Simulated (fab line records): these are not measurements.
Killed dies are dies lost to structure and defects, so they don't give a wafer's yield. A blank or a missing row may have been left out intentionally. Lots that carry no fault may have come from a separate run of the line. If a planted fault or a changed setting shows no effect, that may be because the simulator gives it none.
Split-lot study -- flow n5-finfet -- 7 lots, 21 wafers read, on a route of 1938 steps

## THE SPLIT ITSELF
At N5_BEOL_M4_COAT_62 (time 60 s, resist thk 12 nm), the setting spin-rpm was moved away from the recipe's 1500 rpm on 5 of the 21 wafers read, by -4.4% to +10.7%. This setting was run at the recipe's value on the other wafers.

## FROM THE SPLIT TO THE READING: what the file shows between them, 5 steps
- N5_BEOL_M4_COAT_73: time 60 s, resist thk 5 nm
- N5_BEOL_M4_COAT_05: resist thk 30 nm
- N5_BEOL_M4_DESCUM_16: chemistry O2, time 7 s
- N5_BEOL_M4_ETCH_74: etches underlayer in N2/H2, target depth 6.5 nm, time 5.2 s
- N5_BEOL_M4_ETCH_63: etches SiARC in CF4, target depth 15.6 nm, time 26 s

## THE READING
SiARC_of_BEOL_M4_COAT_62.thk-nm (the simulator's own value, which no gauge read), in nm, at N5_BEOL_M4_ETCH_64 (etches SOC in N2/H2, target depth 75 nm, overetch 22.5 nm, time 121.9 s). There is no usual value for it anywhere in the file. Average 6.4 nm, standard deviation 0.097 nm, over the 16 wafers here run with the recipe.

wafer,"tool, chamber at the split","spin-rpm as run, rpm",against the recipe,"SiARC_of_BEOL_M4_COAT_62.thk-nm, nm",against lot-mates on the recipe
L074.3,"litho-track-04, 0",1434,-4.4%,6.6,+0.4
L074.4,"litho-track-04, 0",1434,-4.4%,6.6,+0.4
L074.6,"litho-track-04, 0",1500,recipe,6.2,-
L076.3,"litho-track-01, 0",1500,recipe,6.4,-
L076.4,"litho-track-01, 0",1500,recipe,6.4,-
L076.6,"litho-track-01, 0",1500,recipe,6.4,-
L081.2,"litho-track-05, 0",1500,recipe,6.4,-
L081.3,"litho-track-05, 0",1500,recipe,6.2,-
L081.4,"litho-track-05, 0",1500,recipe,6.6,-
L084.3,"litho-track-05, 0",1500,recipe,6.4,-
L084.4,"litho-track-05, 0",1572,+4.8%,6.2,-0.2
L084.5,"litho-track-05, 0",1572,+4.8%,6.2,-0.2
L094.4,"litho-track-05, 0",1500,recipe,6.4,-
L094.5,"litho-track-05, 0",1500,recipe,6.4,-
L094.6,"litho-track-05, 0",1500,recipe,6.4,-
L095.1,"litho-track-05, 0",1500,recipe,6.4,-
L095.5,"litho-track-05, 0",1500,recipe,6.4,-
L095.4,"litho-track-05, 0",1500,recipe,6.2,-
L096.4,"litho-track-04, 0",1500,recipe,6.4,-
L096.5,"litho-track-04, 0",1500,recipe,6.4,-
L096.6,"litho-track-04, 0",1660,+10.7%,5.8,-0.6

FIT RESULTS
A straight line over all 21 wafers: SiARC_of_BEOL_M4_COAT_62.thk-nm changes by -0.0496 nm for each +1% of spin-rpm; r = -0.86; the points scatter about the line by 0.092 nm.
The same after taking each lot's own level away (the mean of its wafers on the recipe; 21 wafers): -0.061 nm for each +1%; r = -0.91; scatter 0.089 nm.
Per that fit: largest spin-rpm move, reading shift of 0.65 nm.
From 6.20 to 6.40 nm: that is the span of the lots' own levels, equal to 2.1 times the standard deviation above.
Hence the slope depends on the lot-to-lot level, as the two fits are not the same.
Check: with one of the wafers moved furthest among these (+10.7%) left out of the fit, the line predicts -0.664 nm for it against its lot-mates. It came out at -0.6 nm against them.

## OTHER SPLITS APPLIED TO THESE WAFERS
These wafers also went through other splits before the reading. Each is held against what the fit with the lots' levels taken away leaves over:
other split on the same wafers,wafers away from the commonest value,r with SiARC_of_BEOL_M4_COAT_62.thk-nm (lot level and that fit taken away)
N5_BEOL_M0_SAQP_SPACER2_ETCHBACK_27 time-s,6,+0.26
N5_BEOL_M1_ETCH_64 time-s,9,-0.29
N5_BEOL_M2_COAT_61 spin-rpm,10,+0.11
N5_BEOL_M2_COAT_67 spin-rpm,11,-0.05
N5_BEOL_M2_EXPOSE_25 dose-mj,5,+0.43

## THE WHOLE CHAIN: every reading that the file lists as answering this split, in the file's order
step,what it does,reading,change (the file's fit),r (the file's)
N5_BEOL_M4_ETCH_63,"etches SiARC in CF4, target depth 15.6 nm, time 26 s","etch.depth-nm (the simulator's own value, which no gauge read)",-0.0549 nm for each +1% of the setting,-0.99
N5_BEOL_M4_ETCH_64,"etches SOC in N2/H2, target depth 75 nm, overetch 22.5 nm, time 121.9 s","SiARC_of_BEOL_M4_COAT_62.thk-nm (the simulator's own value, which no gauge read)",-0.0584 nm for each +1% of the setting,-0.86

## THE FILE'S OWN FIT
SiARC_of_BEOL_M4_COAT_62.thk-nm changes by -0.0584 nm for each +1% of spin-rpm, r = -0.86.
